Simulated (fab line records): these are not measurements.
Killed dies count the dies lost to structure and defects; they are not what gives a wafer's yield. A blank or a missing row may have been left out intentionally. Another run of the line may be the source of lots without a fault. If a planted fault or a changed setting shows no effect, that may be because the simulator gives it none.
Split-lot study | flow n5Finfet | on a route of 1938 steps: 7 lots, 21 wafers read

== THE SPLIT ==
At N5_BEOL_M8_TRENCH_ETCH_37 (etches SiCOH lowk in C4F6/O2, target depth 93.478 nm, time 31.2 s), the setting timeS was moved away from the recipe's 31.2 s on 5 of the 21 wafers read, by -20.8% to +18.5%. This setting was run at the recipe's value on the other wafers.

== FROM THE SPLIT TO THE READING: what the file shows between them, 11 steps ==
- N5_BEOL_M8_ETCH_41: etches SiCN in CH3F/O2, target depth 31.9 nm, time 57.8 s
- N5_BEOL_M8_STRIP_80: strips in N2/H2, time 10 s
- N5_BEOL_M8_OCD_MEAS_38
- N5_BEOL_M8_HM_STRIP_39: strips TiN in peroxide tin strip, target depth 25 nm, time 158 s
- N5_BEOL_M8_SRD_40: time 30 s
- N5_BEOL_M8_ECD_50: material Cu, target thk 300 nm
- N5_BEOL_M8_ANNEAL_51: time 90 s
- N5_BEOL_M8_CMP_52: polishes, stops on SiCOH lowk, t overpolish 6.9 s, target thk 80 nm
- N5_BEOL_M8_THK_MEAS_53: measures by xrf
- N5_BEOL_M8_PRE_CLEAN_55: time 15 s
- N5_BEOL_M8_DEP_56: deposits SiCN from 3MS/NH3, target thk 10 nm, time 17.5 s

== THE READING ==
M8_RS in ohm/sq, measured at N5_BEOL_M8_RS_MEAS_57 by four-point-probe. On this fab line, fault-free wafers typically give 0.287 ohm/sq with a standard deviation of 0.0073 ohm/sq.

wafer  | tool, chamber at the split | timeS as run, s | against the recipe | M8_RS, ohm/sq | against lot-mates on the recipe
L074.1 | rieDiel-02, 0              | 31.2            | recipe             | 0.289         | -
L074.5 | rieDiel-02, 2              | 24.72           | -20.8%             | 0.400         | +0.107
L074.6 | rieDiel-02, 1              | 31.2            | recipe             | 0.297         | -
L083.3 | rieDiel-01, 1              | 31.2            | recipe             | 0.281         | -
L083.4 | rieDiel-01, 0              | 31.2            | recipe             | 0.279         | -
L083.5 | rieDiel-01, 3              | 31.2            | recipe             | 0.277         | -
L090.2 | rieDiel-02, 0              | 26.7            | -14.4%             | 0.361         | +0.075
L090.3 | rieDiel-02, 2              | 31.2            | recipe             | 0.286         | -
L090.6 | rieDiel-02, 2              | 26.7            | -14.4%             | 0.367         | +0.081
L095.1 | rieDiel-01, 0              | 35.62           | +14.2%             | 0.233         | -0.046
L095.3 | rieDiel-01, 2              | 31.2            | recipe             | 0.279         | -
L095.5 | rieDiel-01, 2              | 31.2            | recipe             | 0.279         | -
L094.1 | rieDiel-02, 0              | 31.2            | recipe             | 0.283         | -
L094.3 | rieDiel-02, 1              | 31.2            | recipe             | 0.291         | -
L094.4 | rieDiel-02, 2              | 31.2            | recipe             | 0.283         | -
L097.1 | rieDiel-02, 1              | 31.2            | recipe             | 0.287         | -
L097.3 | rieDiel-02, 3              | 31.2            | recipe             | 0.296         | -
L097.5 | rieDiel-02, 1              | 31.2            | recipe             | 0.282         | -
L096.1 | rieDiel-02, 1              | 31.2            | recipe             | 0.291         | -
L096.2 | rieDiel-02, 0              | 31.2            | recipe             | 0.295         | -
L096.6 | rieDiel-02, 2              | 36.97           | +18.5%             | 0.227         | -0.066

FIT RESULTS
A straight line over all 21 wafers: M8_RS changes by -0.0046 ohm/sq for each +1% of timeS; r = -0.97; the points scatter about the line by 0.0098 ohm/sq.
The same after taking each lot's own level away (the mean of its wafers on the recipe; 21 wafers): -0.00452 ohm/sq for each +1%; r = -0.98; scatter 0.0075 ohm/sq.
On that fit, the largest move of timeS shifts the reading by 0.094 ohm/sq.
Across the lots, their own levels run from 0.2790 to 0.2930 ohm/sq, a range of 1.9 times the standard deviation given above.
The two slopes are in agreement: the lot-to-lot level therefore moves the slope only a little.
Check: +0.0926 ohm/sq against its lot-mates is what the line predicts for one of the wafers moved furthest among these (-20.8%) when that wafer is left out of the fit. Against them it came out at +0.107 ohm/sq.

== ADDITIONAL SPLITS CARRIED BY THESE WAFERS ==
Other splits were also applied to these wafers ahead of the reading. Each is held against what the fit with the lots' levels taken away leaves over:
other split on the same wafers | wafers away from the commonest value | r with M8_RS (lot level and that fit taken away)
N5_BEOL_M7_EXPOSE_25 doseMj    | 4                                    | -0.46
N5_BEOL_M8_DESCUM_33 timeS     | 8                                    | -0.17

== THE WHOLE CHAIN: every reading that the file lists as answering this split, in the file's order ==
step                      | what it does                                                        | reading                                                                     | change (the file's fit)               | r (the file's)
N5_BEOL_M8_TRENCH_ETCH_37 | etches SiCOH lowk in C4F6/O2, target depth 93.478 nm, time 31.2 s   | etch.depthNm (the simulator's own value, which no gauge read)               | +0.955 nm for each +1% of the setting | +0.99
N5_BEOL_M8_TRENCH_ETCH_37 | etches SiCOH lowk in C4F6/O2, target depth 93.478 nm, time 31.2 s   | BEOL_M8.featureDepthNm (the simulator's own value, which no gauge read)     | +0.953 nm for each +1% of the setting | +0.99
N5_BEOL_M8_OCD_MEAS_38    |                                                                     | trenchDepthNm                                                               | +0.935 nm for each +1% of the setting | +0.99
N5_BEOL_M8_CMP_52         | polishes, stops on SiCOH lowk, t overpolish 6.9 s, target thk 80 nm | Cu_of_BEOL_M8_ECD_50.thkNm (the simulator's own value, which no gauge read) | +0.958 nm for each +1% of the setting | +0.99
N5_BEOL_M8_THK_MEAS_53    | measures by xrf                                                     | M8_THK                                                                      | +0.959 for each +1% of the setting    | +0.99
N5_BEOL_M8_RS_MEAS_57     | measures by four-point-probe                                        | M8_RS                                                                       | -0.00441 for each +1% of the setting  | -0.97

== FILE'S OWN FIT ==
M8_RS changes by -0.00441 ohm/sq for each +1% of timeS, r = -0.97.
